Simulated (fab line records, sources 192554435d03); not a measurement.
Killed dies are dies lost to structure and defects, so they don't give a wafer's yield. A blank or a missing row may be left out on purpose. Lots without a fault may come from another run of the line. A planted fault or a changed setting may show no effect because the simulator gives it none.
Which tool did it? | flow n5_finfet | 21 lots, 63 wafers sampled, at 2 steps of a route of 1938

WHAT THE GAUGES READ, wafer by wafer
N5_SDB_INSPECT_36: inspects for defects (darkfield). Usual: raw_defect_count 37, standard deviation 17.
lot  | measured    | on                | raw_defect_count | flag
L074 | day 4 03:28 | defect_inspect-01 | 25 35 23         |
L075 | day 4 05:18 | defect_inspect-01 | 41 21 58         |
L077 | day 4 15:35 | defect_inspect-01 | 17 49 31         |
L078 | day 4 22:52 | defect_inspect-02 | 49 31 70         |
L079 | day 5 05:31 | defect_inspect-01 | 40 27 26         |
L081 | day 5 17:56 | defect_inspect-01 | 21 10 16         |
L082 | day 5 21:49 | defect_inspect-01 | 20 22 27         |
L083 | day 6 04:22 | defect_inspect-02 | 25 22 39         |
L084 | day 6 11:12 | defect_inspect-02 | 32 34 30         |
L085 | day 6 15:29 | defect_inspect-02 | 29 52 41         |
L086 | day 7 03:02 | defect_inspect-01 | 23 39 46         |
L087 | day 7 05:20 | defect_inspect-01 | 38 24 34         |
L088 | day 7 13:38 | defect_inspect-01 | 20 18 26         |
L090 | day 7 20:51 | defect_inspect-02 | 35 45 33         |
L091 | day 8 04:10 | defect_inspect-01 | 23 15 59         |
L092 | day 8 14:02 | defect_inspect-02 | 28 27 46         |
L093 | day 8 20:07 | defect_inspect-02 | 44 54 50         |
L094 | day 9 00:43 | defect_inspect-01 | 32 46 45         |
L095 | day 9 03:33 | defect_inspect-01 | 89 56 54         |
L096 | day 9 15:32 | defect_inspect-01 | 111 28 38        |
L097 | day 9 15:47 | defect_inspect-02 | 25 52 20         |

WHICH TOOL RAN EACH LOT (tool, then ch and the chambers of the sampled wafers, then the start)
lot  | N5_SDB_ETCH_18
L074 | rie_diel-06 ch 1,2, day 3 23:41
L075 | rie_diel-06 ch 1,2,3, day 4 00:53
L077 | rie_diel-06 ch 1,2, day 4 11:33
L078 | rie_diel-04 ch 1,2,3, day 4 18:32
L079 | rie_diel-05 ch 0,1, day 5 01:44
L081 | rie_diel-05 ch 0,1, day 5 14:08
L082 | rie_diel-05 ch 1,3, day 5 17:59
L083 | rie_diel-06 ch 2,3, day 6 00:21
L084 | rie_diel-05 ch 1,2,3, day 6 06:28
L085 | rie_diel-04 ch 0,3, day 6 11:40
L086 | rie_diel-05 ch 0,2,3, day 6 22:23
L087 | rie_diel-04 ch 0,1,2, day 7 00:54
L088 | rie_diel-06 ch 0,3, day 7 09:50
L090 | rie_diel-06 ch 2,3, day 7 16:46
L091 | rie_diel-05 ch 1,2,3, day 8 00:23
L092 | rie_diel-04 ch 0,1,2, day 8 10:08
L093 | rie_diel-06 ch 2,3, day 8 15:22
L094 | rie_diel-04 ch 1,3, day 8 20:56
L095 | rie_diel-04 ch 1,3, day 8 23:29
L096 | rie_diel-04 ch 0,2, day 9 11:05
L097 | rie_diel-05 ch 1,2,3, day 9 11:53
- N5_SDB_ETCH_18: etches SOC in N2/H2, target depth 100 nm, overetch 20 nm, time 150 s.

WHAT THE TOOLS THEMSELVES READ (means of the sampled wafers that have a number; where no wafer has one, the mark that the record gives instead)
N5_SDB_ETCH_18. Usual: drypump_motor_current_A 5.9 A, standard deviation 0.43; h2_flow_sccm 200.1 sccm, standard deviation 0.56; oes_product_au 0.71 a.u., standard deviation 0.079; rf_fwd_power_W 837.3 W, standard deviation 2.7; rf_vpp_V 524.2 V, standard deviation 2.8; showerhead_plenum_p_Torr 2.56 Torr, standard deviation 0.096; throttle_valve_pct 17.69 %, standard deviation 0.25.
lot  | tool        | drypump_motor_current_A (A) | h2_flow_sccm (sccm) | oes_product_au (a.u.) | rf_fwd_power_W (W) | rf_vpp_V (V) | showerhead_plenum_p_Torr (Torr) | throttle_valve_pct (%) | flag
L074 | rie_diel-06 | 6.2                         | 199.7               | 0.79                  | 835.4              | 526.1        | 2.63                            | 17.70                  |
L075 | rie_diel-06 | 6.2                         | 199.9               | 0.72                  | 836.9              | 523.5        | 2.53                            | 17.67                  |
L077 | rie_diel-06 | 6.2                         | 200.2               | 0.79                  | 836.8              | 526.8        | 2.62                            | 17.71                  |
L078 | rie_diel-04 | 5.8                         | 200.0               | 0.73                  | 839.8              | 525.8        | 2.60                            | 17.70                  |
L079 | rie_diel-05 | 5.5                         | 200.2               | 0.67                  | 838.7              | 524.4        | 2.58                            | 17.78                  |
L081 | rie_diel-05 | 5.2                         | 199.9               | 0.64                  | 836.3              | 522.5        | 2.49                            | 18.03                  |
L082 | rie_diel-05 | 5.8                         | 200.0               | 0.66                  | 835.7              | 525.6        | 2.62                            | 17.69                  |
L083 | rie_diel-06 | 6.3                         | 199.8               | 0.65                  | 839.6              | 521.3        | 2.43                            | 17.66                  |
L084 | rie_diel-05 | 5.8                         | 200.4               | 0.72                  | 838.8              | 526.5        | 2.60                            | 17.55                  |
L085 | rie_diel-04 | 5.5                         | 200.9               | 0.74                  | 838.2              | 524.7        | 2.59                            | 17.65                  |
L086 | rie_diel-05 | 5.6                         | 200.0               | 0.77                  | 839.0              | 525.6        | 2.61                            | 17.65                  |
L087 | rie_diel-04 | 5.8                         | 199.7               | 0.77                  | 837.0              | 525.5        | 2.58                            | 17.64                  |
L088 | rie_diel-06 | 6.4                         | 200.1               | 0.63                  | 836.6              | 521.7        | 2.45                            | 17.61                  |
L090 | rie_diel-06 | 6.0                         | 199.9               | 0.67                  | 835.6              | 520.5        | 2.43                            | 17.74                  |
L091 | rie_diel-05 | 5.8                         | 200.1               | 0.69                  | 838.2              | 524.9        | 2.59                            | 17.58                  |
L092 | rie_diel-04 | 5.8                         | 199.7               | 0.75                  | 835.6              | 524.1        | 2.58                            | 17.68                  |
L093 | rie_diel-06 | 6.3                         | 200.2               | 0.64                  | 838.1              | 521.2        | 2.42                            | 17.69                  |
L094 | rie_diel-04 | 5.7                         | 199.4               | 0.81                  | 837.5              | 524.4        | 2.60                            | 17.40                  |
L095 | rie_diel-04 | 5.9                         | 200.0               | 0.78                  | 838.0              | 525.2        | 2.59                            | 17.38                  |
L096 | rie_diel-04 | 5.6                         | 200.1               | 0.75                  | 834.2              | 524.7        | 2.58                            | 17.76                  |
L097 | rie_diel-05 | 5.8                         | 199.8               | 0.68                  | 835.4              | 524.8        | 2.59                            | 17.61                  |

THE ANSWER, worked out from the rows above alone
Rule: a lot is off if the mean of its wafers that have a number lies more than 3 standard deviations from the usual mean. A lot without any number at a reading at which 4 lots or more have one is off too. The other lots that the step has rows for count as sound. The gauges are gone through in route order, then the tools' own readings, and for those a lot's mean is taken as printed above. The first step at which some lot is off is used, and at that step the reading that is off furthest; a lot without a number counts as furthest.
No lot is off at any reading shown: from this, nothing can be told.

WHAT THE SIMULATOR HAD PUT IN
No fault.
